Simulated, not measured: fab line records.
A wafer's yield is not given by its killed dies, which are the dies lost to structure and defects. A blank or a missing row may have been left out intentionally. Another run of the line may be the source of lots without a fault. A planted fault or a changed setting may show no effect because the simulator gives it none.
fab line records -- flow n5Finfet
record: lots: 4, wafers: 12, lastDay: 17
route steps=1938 shown BEOL_M3@1015 BEOL_M4@1021 PASSIVATION@1936
lots untouched by any fault: they come from a run of this same line in which no faults occurred
startH: hours from the record's opening day to when the first of the lot's shown wafers began -- waitH: hours since the lot's step before -- " repeats the value in the row above -- L1.1+2: a row that stands for several wafers -- - no value, or no start given -- * or withheld: withheld -- < > ~ a bound
route shown NAME@n: NAME is a module with steps in the file, n the number in the route of the first one -- usual: mean and standard deviation over wafers with no fault -- same: alike in all rows -- chamber/n: place in a boat -- sites: the reading at each site -- _std_site: their standard deviation -- _edge_site: the outer-site mean with the inner-site mean subtracted -- radiusMm: for every site, how far away it sits from the centre of the wafer -- mask NAME#n: copy n -- behind: the tool/chamber that last shaped the wafer -- hold: why the lot was held/for how many hours/how that ended -- device: transistor that didn't switch, given as n, p or np -- end of line: the route-end tests of the same wafers -- step lacking rows: just its recipe -- killed: dies lost to structure and defects at the first sort, not the wafer's yield -- map: per-die view of a wafer (x killed, . not killed, _ where there is no die)
set.NAME: the run value of the setting; set.NAME@STEP: its run value at that earlier step -- model.NAME: the simulator's own value behind a step, which no gauge read
lots at selected steps of the route; one table per step, one row per wafer
services: a tool's chamber out of use, with start hour (startH, from the record's first day; less than 0 if before it), hours out, and reason
== steps ==
step: N5_BEOL_M3_PRE_CLEAN_60
recipe: gas: NH3/H2, timeS: 15, tempC: *, rfPowerW: 300
step: N5_BEOL_M3_CO_CAP_55
recipe: material: Co, targetThkA: 20, tempC: 200, precursor: CCTBA/H2, pressureTorr: 30, timeS: 102.1
step: N5_BEOL_M3_PRE_CLEAN_56
recipe: gas: NH3, timeS: 15, tempC: withheld, rfPowerW: 300
step: N5_BEOL_M3_DEP_57
recipe: material: SiCN, targetThkA: 80, tempC: withheld, precursor: 3MS/NH3, pressureTorr: 3, rfW: 202, timeS: 14
step: N5_BEOL_M4_ILD_DEP_00
recipe: material: SiOC, targetThkA: 790, tempC: 350, precursor: DEMS/O2, pressureTorr: 5, rfW: 500, timeS: 15.3
step: N5_BEOL_M4_PECVD_72
recipe: material: SiO2, targetThkA: 160, tempC: 400, precursor: TEOS/O2, pressureTorr: 5.5, rfW: 450, teosFlowSccm: 53.8, gas: O2, flowSccm: 3000, timeS: 18
step: N5_BEOL_M4_HM_DEP_02
recipe: material: TiN, targetThkA: 200, tempC: 25, chamberPressurePa: 0.49996
step: N5_BEOL_M4_COAT_61
recipe: resist: SOC, tempC: 250, timeS: 60, spinRpm: 1500, resistThkNm: 60
step: N5_BEOL_M4_COAT_62
recipe: resist: SiARC, tempC: 220, timeS: 60, spinRpm: 1500, resistThkNm: 12
step: N5_BEOL_M4_COAT_73
recipe: resist: underlayer, tempC: 205, timeS: 60, spinRpm: 1500, resistThkNm: 5
usual: heaterPowerTotalW: 391.8/1.4, resistLineTempC: 23.00/0.11, spinSpeedRpm: 1500.2/0.87
same: timeS: 60
lot.wafer,tool,chamber,startH,waitH,heaterPowerTotalW,resistLineTempC,spinSpeedRpm
L461.2,lithoTrack-01,0,214.82,-,390.9,23.30,1499.6
L461.3,lithoTrack-01,0,214.82,-,389.6,23.02,1501.3
L461.5,lithoTrack-01,0,214.82,-,389.9,22.97,1499.9
L467.2,lithoTrack-04,0,261.59,-,392.7,22.87,1499.2
L467.3,lithoTrack-04,0,261.59,-,393.9,23.07,1499.4
L467.4,lithoTrack-04,0,261.59,-,391.2,23.09,1500.2
L471.2,lithoTrack-04,0,276.11,-,389.6,22.87,1642.3
L471.5,lithoTrack-04,0,276.11,-,391.8,22.89,1641.9
L471.6,lithoTrack-04,0,276.11,-,389.6,23.01,1640.5
L474.1,lithoTrack-04,0,295.54,-,393.5,22.97,1640.5
L474.2,lithoTrack-04,0,295.54,-,389.5,22.94,1641.2
L474.4,lithoTrack-04,0,295.54,-,393.4,22.93,1641.7
step: N5_BEOL_M4_COAT_05
recipe: resist: CAR-EUV, spinRpm: 1500, resistThkNm: 30
step: N5_BEOL_M4_EBR_07
recipe: solvent: PGMEA, ebrWidthMm: 1.5
step: N5_BEOL_M4_SOFTBAKE_06
recipe: tempC: 110, timeS: 60, resist: CAR-EUV
step: N5_BEOL_M4_EXPOSE_08
recipe: maskId: M4, na: 0.33, sourceShape: dipole, sigmaInner: 0.369, sigmaOuter: 0.767, polarization: unpolarized, doseMj: 41.25
step: N5_BEOL_M4_PEB_09
recipe: pebTempC: 100, pebTimeS: 60, resist: CAR-EUV
step: N5_BEOL_M4_DEVELOP_10
recipe: developTimeS: 30, developer: TMAH, resist: CAR-EUV, rinseLiquid: surfactantRinse, dry: airSpin, devTempC: 23
step: N5_BEOL_M4_DESCUM_16
recipe: chemistry: O2, timeS: 7, sourcePowerW: 50, biasPowerW: 20, pressureMtorr: 20, rfFrequencyHz: 2.712e+07, tempC: 40, resist: CAR-EUV, o2FlowSccm: 225
step: N5_BEOL_M4_ETCH_74
recipe: chemistry: N2/H2, target: underlayer, targetDepthA: 65, maskMaterial: CAR-EUV, timeS: 5.2, ionEnergyEv: 200, pressureMtorr: 30, sourceW: 840, biasW: 150, n2FlowSccm: 200, h2FlowSccm: 200, ends: cleared
usual: drypumpMotorCurrentA: 5.7/0.47, etchRfOnTimeS: 5.30/0.17, oesProductAu: 0.64/0.078, rfVppV: 524.1/2.5, showerheadPlenumPTorr: 2.55/0.077, throttleValvePct: 18.00/0.3
lot.wafer,tool,chamber,startH,waitH,drypumpMotorCurrentA,etchRfOnTimeS,oesProductAu,rfHoursCounterH,rfVppV,showerheadPlenumPTorr,throttleValvePct,model.CAR-EUV_of_BEOL_M4_COAT_05.thkNm,model.etch.depthNm
L461.2,rieDiel-05,2,215.51,0.0,5.8,5.19,0.60,216,523.5,2.49,17.64,20.2,5.02
L461.3,rieDiel-05,1,215.51,0.0,4.7,5.41,0.57,220,527.3,2.61,18.34,20.2,5.01
L461.5,rieDiel-05,0,215.51,0.0,6.4,5.65,0.62,-,521.3,2.45,17.96,20.2,5.022
L467.2,rieDiel-05,3,262.61,0.0,5.6,5.38,0.83,1,524.3,2.61,17.39,20.6,5.025
L467.3,rieDiel-05,1,262.61,0.0,4.7,5.48,0.56,238,527.4,2.60,18.39,20.6,5.01
L467.4,rieDiel-05,0,262.61,0.0,6.4,5.63,0.60,192,520.4,2.44,18.00,20.4,5.04
L471.2,rieDiel-01,0,276.81,0.0,6.3,4.79,0.80,23,529.9,2.71,17.93,20.6,4.783
L471.5,rieDiel-01,0,276.81,0.0,6.3,4.81,0.81,-,528.5,2.71,17.94,20.4,4.796
L471.6,rieDiel-01,2,276.81,0.0,5.7,4.96,0.62,-,528.1,2.62,18.35,20.6,4.78
L474.1,rieDiel-01,2,296.08,0.0,5.7,4.95,0.61,225,526.8,2.62,18.36,20.6,4.775
L474.2,rieDiel-01,1,296.08,0.0,6.5,4.92,0.74,37,524.6,2.62,17.46,20.4,4.797
L474.4,rieDiel-01,0,296.08,0.0,6.2,4.82,0.79,32,529.6,2.71,17.96,20.4,4.778
step: N5_BEOL_M4_ETCH_63
recipe: chemistry: CF4, target: SiARC, targetDepthA: 156, maskMaterial: CAR-EUV, timeS: 26, ionEnergyEv: 80, pressureMtorr: 40, sourceW: 545, biasW: 36, Ar_flow_sccm: 100, cf4FlowSccm: 100, ends: cleared
usual: drypumpMotorCurrentA: 5.7/0.47, etchRfOnTimeS: 26.4/0.81, oesProductAu: 0.64/0.078, rfVppV: 184.1/1.1, showerheadPlenumPTorr: 2.14/0.064, throttleValvePct: 15.75/0.24
lot.wafer,tool,chamber,startH,waitH,drypumpMotorCurrentA,etchRfOnTimeS,oesProductAu,rfHoursCounterH,rfVppV,showerheadPlenumPTorr,throttleValvePct,model.CAR-EUV_of_BEOL_M4_COAT_05.thkNm
L461.2,rieDiel-05,2,215.53,0.0,5.9,25.9,0.60,216,184.6,2.11,15.70,11
L461.3,rieDiel-05,1,215.53,0.0,4.8,27.2,0.57,220,184.6,2.20,16.03,11
L461.5,rieDiel-05,0,215.53,0.0,6.4,27.8,0.62,-,183.8,2.08,15.84,11
L467.2,rieDiel-05,3,262.63,0.0,5.7,27.0,0.82,1,185.4,2.20,15.23,11.4
L467.3,rieDiel-05,1,262.63,0.0,4.8,27.3,0.56,238,184.3,2.19,16.05,11.4
L467.4,rieDiel-05,0,262.63,0.0,6.3,27.3,0.61,192,184.1,2.08,15.90,11.2
L471.2,rieDiel-01,0,276.83,0.0,6.3,24.9,0.81,23,185.1,2.28,15.67,11.2
L471.5,rieDiel-01,0,276.83,0.0,6.3,25.2,0.80,-,185.8,2.28,15.68,11.2
L471.6,rieDiel-01,2,276.83,0.0,5.7,26.2,0.62,-,184.8,2.20,16.04,11.4
L474.1,rieDiel-01,2,296.10,0.0,5.7,26.0,0.62,225,184.1,2.19,16.05,11.4
L474.2,rieDiel-01,1,296.10,0.0,6.5,25.7,0.74,37,184.3,2.17,15.04,11.2
L474.4,rieDiel-01,0,296.10,0.0,6.3,25.0,0.79,32,184.8,2.28,15.68,11.2
step: N5_BEOL_M4_ETCH_64
recipe: chemistry: N2/H2, target: SOC, targetDepthA: 750, overetchA: 225, maskMaterial: SiARC, tempC: 40, timeS: 121.9, ionEnergyEv: 200, pressureMtorr: 30, sourceW: 840, biasW: 150, n2FlowSccm: 200, h2FlowSccm: 200
step: N5_BEOL_M4_RC_MEAS_101
usual: DIBL_N: 36.0/2.5, DIBL_P: 36.2/3, IOFF_N: 0.16/0.044, IOFF_P: 0.21/0.049, ION_N: 671/15, ION_P: 461/8.7, SS_N: 71.5/0.72, SS_P: 73.4/0.9, VT_N: 251/4.4, VT_P: -250/4
lot.wafer,tool,chamber,startH,waitH,DIBL_N[mV/V],DIBL_P[mV/V],IOFF_N[nA/um],IOFF_P[nA/um],ION_N[uA/um],ION_P[uA/um],SS_N[mV/dec],SS_P[mV/dec],VT_N[mV],VT_P[mV]
L461.2,prober-01,0,233.52,0.2,31.5,31.0,0.10,0.14,656,452,70.4,72.0,257,-256
L461.3,prober-01,0,233.52,0.2,36.9,38.6,0.18,0.27,674,467,71.1,73.7,246,-247
L461.5,prober-01,0,233.52,0.2,35.3,36.5,0.15,0.22,671,458,71.7,73.0,248,-247
L467.2,prober-02,0,275.85,0.2,41.2,43.1,0.31,0.37,692,473,72.8,74.9,240,-241
L467.3,prober-02,0,275.85,0.2,36.6,37.7,0.19,0.24,683,465,71.4,73.0,245,-248
L467.4,prober-02,0,275.85,0.2,36.9,38.5,0.20,0.26,682,473,72.0,74.0,245,-245
L471.2,prober-01,0,286.90,0.6,33.0,32.5,0.11,0.17,652,453,70.0,71.8,252,-254
L471.5,prober-01,0,286.90,0.6,33.3,33.4,0.11,0.17,665,464,71.3,71.8,255,-254
L471.6,prober-01,0,286.90,0.6,36.1,34.9,0.15,0.19,668,453,72.4,72.9,252,-252
L474.1,prober-01,0,308.34,0.0,39.0,39.1,0.20,0.29,666,460,72.7,74.2,248,-248
L474.2,prober-01,0,308.34,0.0,35.8,35.5,0.15,0.20,658,457,71.9,72.7,252,-250
L474.4,prober-01,0,308.34,0.0,35.1,34.9,0.14,0.19,684,470,70.8,73.6,250,-250
step: N5_PASSIVATION_PROBE_49
usual: defectLimitedYield: 91.7/1.4, killed_at_M0_to_M3: 31/11, killed_at_M4_up: 13/4.6, killedAtContacts: 13/6.7, killedAtFrontEnd: 39/9.6, killedAtOther: 3.5/2.8, killedDies: 98/16, killedOpen: 64/11, killedShort: 33/8.5, sort_bin_4_leakage: 0.00/0.032, sort_bin_5_function: 4.9/0.96, sort_bin_6_memory: 3.1/0.59, sortNPass: 1080/23, sortYieldPct: 91.5/1.9
same: grossDies: 1180, killedAtBackSide: 0, sort_bin_8_speed[%]: 0
lot.wafer,tool,chamber,startH,waitH,defectLimitedYield[%],killed_at_M0_to_M3,killed_at_M4_up,killedAtContacts,killedAtFrontEnd,killedAtOther,killedDies,killedOpen,killedShort,sort_bin_4_leakage[%],sort_bin_5_function[%],sort_bin_6_memory[%],sortNPass,sortYieldPct[%]
L461.2,prober-02,-,339.34,0.1,92.3,37,13,10,30,1,91,67,23,0,4.2,3.4,1089,92.3
L461.3,prober-02,-,339.39,0.1,92.5,34,13,3,33,5,88,58,30,0,4.8,2.3,1092,92.5
L461.5,prober-02,-,339.49,0.2,89.7,44,16,12,45,4,121,72,48,0,6.6,3.3,1059,89.7
L471.2,prober-02,-,393.09,0.1,91.3,41,8,14,34,6,103,64,38,0,5.3,3.1,1077,91.3
L471.5,prober-02,-,393.24,0.2,92.0,26,12,16,36,4,94,58,35,0,5.1,2.6,1086,92.0
L471.6,prober-02,-,393.29,0.3,92.0,20,13,21,35,5,94,60,32,0,4.2,3.2,1086,92.0
L474.1,prober-01,-,410.81,0.0,93.1,29,11,13,28,1,82,54,27,0,4.3,2.4,1098,93.1
L474.2,prober-01,-,410.86,0.1,91.5,26,17,14,43,0,100,60,38,0,4.8,3.1,1080,91.5
L474.4,prober-01,-,410.96,0.2,92.4,19,10,11,46,4,90,64,24,0,4.0,3.6,1090,92.4
killed by level:class
L461.2 BEOL_M0_SAQP:geometricParticle:open=12 FIN_SAQP:geometricParticle:short=9 FIN_SAQP:geometricParticle:open=8 MOL_CONTACT_COAG:geometricParticle:open=8 BEOL_M4:geometricParticle:open=8 BEOL_M1:geometricParticle:open=6 BEOL_M2:geometricParticle:open=6 BEOL_M3:geometricParticle:open=6
L461.3 FIN_SAQP:geometricParticle:short=11 BEOL_M3:geometricParticle:open=11 BEOL_M0_SAQP:geometricParticle:open=10 FIN_SAQP:geometricParticle:open=6 STI_FIN_REVEAL:geometricParticle:open=5 BEOL_M4:geometricParticle:short=4 BEOL_M2:geometricParticle:open=4 BEOL_M1:geometricParticle:open=4
L461.5 FIN_SAQP:geometricParticle:short=17 BEOL_M0_SAQP:geometricParticle:short=12 FIN_SAQP:geometricParticle:open=11 BEOL_M2:geometricParticle:open=11 MOL_CONTACT_COAG:geometricParticle:open=10 BEOL_M0_SAQP:geometricParticle:open=9 BEOL_M4:geometricParticle:open=7 STI_FIN_REVEAL:geometricParticle:open=3
L471.2 BEOL_M0_SAQP:geometricParticle:short=14 MOL_CONTACT_COAG:geometricParticle:open=10 BEOL_M0_SAQP:geometricParticle:open=7 DUMMY_GATE:geometricParticle:open=6 BEOL_M1:geometricParticle:open=6 BEOL_M3:geometricParticle:open=5 STI_FIN_REVEAL:geometricParticle:open=4 GATE_CUT:geometricParticle:short=4
L471.5 MOL_CONTACT_COAG:geometricParticle:open=14 STI_FIN_REVEAL:geometricParticle:open=8 FIN_SAQP:geometricParticle:short=7 BEOL_M0_SAQP:geometricParticle:short=7 BEOL_M0:geometricParticle:open=6 BEOL_M0_SAQP:geometricParticle:open=5 ILD0:geometricParticle:short=3 ILD0:geometricParticle:open=3
L471.6 MOL_CONTACT_COAG:geometricParticle:open=13 STI_FIN_REVEAL:geometricParticle:open=10 MOL_CONTACT_COAG:geometricParticle:short=8 GATE_CUT:geometricParticle:short=7 BEOL_M0_SAQP:geometricParticle:open=5 FIN_SAQP:geometricParticle:open=4 BEOL_M3:geometricParticle:open=4 BEOL_M4:geometricParticle:open=4
L474.1 BEOL_M0_SAQP:geometricParticle:open=11 MOL_CONTACT_COAG:geometricParticle:open=9 BEOL_M0_SAQP:geometricParticle:short=8 FIN_SAQP:geometricParticle:open=7 BEOL_M4:geometricParticle:open=6 MOL_CONTACT_COAG:geometricParticle:short=4 BEOL_M2:geometricParticle:open=4 FIN_SAQP:geometricParticle:short=3
L474.2 MOL_CONTACT_COAG:geometricParticle:open=11 FIN_SAQP:geometricParticle:short=10 BEOL_M1:geometricParticle:open=8 STI_FIN_REVEAL:geometricParticle:open=7 BEOL_M4:geometricParticle:open=6 GATE_CUT:geometricParticle:open=5 BEOL_M0_SAQP:geometricParticle:short=5 BEOL_M5:geometricParticle:open=4
L474.4 FIN_SAQP:geometricParticle:open=15 STI_FIN_REVEAL:geometricParticle:open=10 MOL_CONTACT_COAG:geometricParticle:open=10 FIN_SAQP:geometricParticle:short=6 BEOL_M1:geometricParticle:open=6 BEOL_M0_SAQP:geometricParticle:short=4 BEOL_M3:geometricParticle:open=4 GATE_CUT:geometricParticle:short=3
== services ==
tool,chamber,startH,hours,kind
rieDiel-01,0,199.26,-,clean
rieDiel-01,0,199.26,-,consumableReplace:focusRing
rieDiel-01,0,199.26,-,consumableReplace:showerhead
rieDiel-01,0,199.26,18.1,scheduledDown
rieDiel-01,0,199.26,18.1,ventCycle
rieDiel-05,0,203.48,8.1,repair
lithoTrack-01,-,220.33,-,consumableReplace:filter
rieDiel-05,3,243.39,-,clean
rieDiel-05,3,243.39,-,consumableReplace:focusRing
rieDiel-05,3,243.39,13.8,scheduledDown
rieDiel-05,3,243.39,13.8,ventCycle
rieDiel-05,-,266.00,4.0,pm
== key ==
firstSign: step: N5_BEOL_M4_COAT_73, reading: spinSpeedRpm, direction: up, sigmas: 99+, usual: *, struck: *
effect none on later readings
modelEffect: step: N5_BEOL_M4_ETCH_74, value: CAR-EUV_of_BEOL_M4_COAT_05.thkNm, without: 20.23, struck: 20.5
modelEffect: step: N5_BEOL_M4_ETCH_63, value: CAR-EUV_of_BEOL_M4_COAT_05.thkNm, without: 11, struck: 11.27
metAt N5_BEOL_M4_COAT_73
struckWafers L471.2,L471.5,L471.6,L474.1,L474.2,L474.4
onsetBetween 261.59 276.11
fault: kind: processParameterDrift, tool: lithoTrack-04, chamber: -, onsetH: 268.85, steps: N5_BEOL_M4_COAT_73, channel: spinRpm, offset: *, shape: step, endH: 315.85, actsIn: *, stated: *
